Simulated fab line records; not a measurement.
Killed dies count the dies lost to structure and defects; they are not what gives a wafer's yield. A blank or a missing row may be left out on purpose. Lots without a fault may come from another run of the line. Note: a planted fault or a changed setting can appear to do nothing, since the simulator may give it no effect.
Chamber matching -- flow nand_harc -- NHARC_P_M0_DEP_32 on pecvd-04: 3 sister chambers
The step deposits SiCN, target thk 30 nm. 3 wafers are shown with their chamber, then 7 later ones without.

WAFERS WITH THEIR CHAMBER
wafer,chamber,heater_power_w (W)
L087.6,0,663
L089.1,2,734
L089.2,1,509

WAFERS WITHOUT THEIR CHAMBER
wafer,heater_power_w (W)
L089.3,573
L095.1,558
L095.2,710
L095.5,702
L097.1,697
L097.3,613
L097.6,695

EACH ONE'S CHAMBER
wafer,from the rows above,in truth
L089.3,can't be placed: 1 or 0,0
L095.1,can't be placed: 1 or 0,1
L095.2,can't be placed: 2 or 0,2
L095.5,can't be placed: 2 or 0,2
L097.1,can't be placed: 0 or 2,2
L097.3,can't be placed: 0 or 1 or 2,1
L097.6,can't be placed: 0 or 2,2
Correct placement for 0 of the 7. Unplaceable from these rows: 7, with the true chamber sitting among the candidates in 7. 0 placed wrongly.
How it was worked out, from the rows above alone: a wafer's distance from a chamber is the root of the sum, over the readings, of the square of ((its reading less the chamber's mean) divided by the reading's scatter). The wafer belongs to the nearest chamber; if the next one is less than 2 further off, it can't be placed. A chamber's mean is the mean of its shown wafers. The scatter (one wafer shown for each chamber): square how far every hidden wafer sits from the nearest shown wafer, average those squares and take the square root.
